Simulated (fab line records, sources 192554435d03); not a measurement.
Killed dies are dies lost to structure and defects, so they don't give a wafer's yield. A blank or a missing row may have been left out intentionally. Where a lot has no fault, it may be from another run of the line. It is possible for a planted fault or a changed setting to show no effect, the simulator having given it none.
A lot that was struck, set against a sound lot | flow n5Finfet | 17 out of 1938 route steps
Sound: these wafers, L714.1, L714.2, L714.6. Struck: wafer L723.1 (left out: L723.3, L723.4 of the same lot, which were not struck); the cause appears at the end.
For every step that has rows: the tool of each side, followed by ch and its chambers, followed by its first start. Under that, the readings that differ: sound wafers | struck wafers | difference of the means | sigmas: that difference in standard deviations of wafers without a fault.
alike: words and numbers the same on both sides, and readings whose means are apart by under 2 such deviations; not compared: readings that were withheld, readings missing a value for some wafer, numbers with overlapping values and no deviation given by the record, and bounds like >300 which may hide the same value.
A row with sigmas, a row that says differs or no value, or rows on one side alone: a step with any of these is where the two part. Numbers that don't overlap but have no deviation are shown without sigmas and don't part them. A reading missing from all wafers of one side parts the sides only when that side holds two or more wafers.

first, 4 steps without rows for these wafers: N5_BEOL_M7_HM_STRIP_39 (strips TiN in peroxide tin strip, target depth 25 nm, time 158 s); N5_BEOL_M7_SRD_40 (time 30 s); N5_BEOL_M7_PRECLEAN_42 (cleans in residue remover, time 60 s); N5_BEOL_M7_SRD_43 (time 30 s).
N5_BEOL_M7_CD_MEAS_35: target cd 40 nm.
  sound on cdSem-03, day 11 17:42; struck on cdSem-02, day 14 06:27
  alike: cdNm
then, 1 step without rows for these wafers: N5_BEOL_M7_CURE_75 (cures SiCOH lowk, time 120 s).
N5_BEOL_M7_DEGAS_44: time 60 s.
  sound on pvdSputter-02, day 11 18:19; struck on pvdSputter-03, day 14 07:04
  alike: heaterPowerW
N5_BEOL_M7_PRE_CLEAN_45: time 30 s.
  sound on pvdSputter-02, day 11 18:22; struck on pvdSputter-03, day 14 07:07
  alike: heaterPowerW
then, 1 step without rows for these wafers: N5_BEOL_M7_ALD_77 (deposits TaN, target thk 2 nm, pulse time 2 s, purge time 3 s).
N5_BEOL_M7_SURFACE_TREAT_79:
  sound on pvdSputter-01, day 11 18:45; struck on pvdSputter-02, day 14 07:35
  not compared: throttleValvePct
then, 1 step without rows for these wafers: N5_BEOL_M7_CVD_78 (deposits Co from CCTBA/H2, target thk 2 nm, time 142.3 s).
N5_BEOL_M7_SPUTTER_48: material Cu, target thk 10 nm, time 1.667 s.
  sound on pvdSputter-03, day 11 19:27; struck on pvdSputter-03, day 14 08:02
reading              | sound          | struck | difference | sigmas
throttleValvePct (%) | 28.5 29.6 30.3 | 31.8   | +2.3       | +2
N5_BEOL_M7_ECD_50: material Cu, target thk 300 nm.
  sound on ecdCu-01 ch 0,1, day 11 19:34; struck on ecdCu-01 ch 0, day 14 08:10
reading                               | sound             | struck | difference | sigmas
model.Cu_of_BEOL_M7_ECD_50.thkNm (nm) | 299.4 301.4 300.6 | 408    | +108       | 
N5_BEOL_M7_ANNEAL_51: time 90 s.
  sound on rtpAnneal-02 ch 0, day 11 19:40; struck on rtpAnneal-02 ch 0, day 14 08:18
  alike: wafer_temp_C_max
N5_BEOL_M7_CMP_52: polishes, stops on SiCOH lowk, t overpolish 6.9 s, target thk 80 nm.
  sound on cmp-01 ch 1,3, day 11 19:59; struck on cmp-03 ch 3, day 14 08:53
reading             | sound          | struck | difference | sigmas
timeToEndpointS (s) | 61.2 58.1 60.7 | 81.8   | +21.8      | +8
  alike: motorCurrentA, platenRpm
N5_BEOL_M7_THK_MEAS_53: measures by xrf.
  sound on filmMetro-01, day 11 20:15; struck on filmMetro-02, day 14 09:11
  alike: M7_THK
-- here the record skips 3 days between the struck wafers' starts before and after, leaving off in module BEOL_M7 and picking up in module PASSIVATION (first step shown: number 1936 of the route) --
N5_PASSIVATION_PROBE_49:
  only the struck wafers here have rows in the record (prober-01, day 17 09:12); the sound ones have none

== WHERE THEY PART ==
First at N5_BEOL_M7_SPUTTER_48; last, within this record, at N5_PASSIVATION_PROBE_49.

WHY: what the simulator had put in
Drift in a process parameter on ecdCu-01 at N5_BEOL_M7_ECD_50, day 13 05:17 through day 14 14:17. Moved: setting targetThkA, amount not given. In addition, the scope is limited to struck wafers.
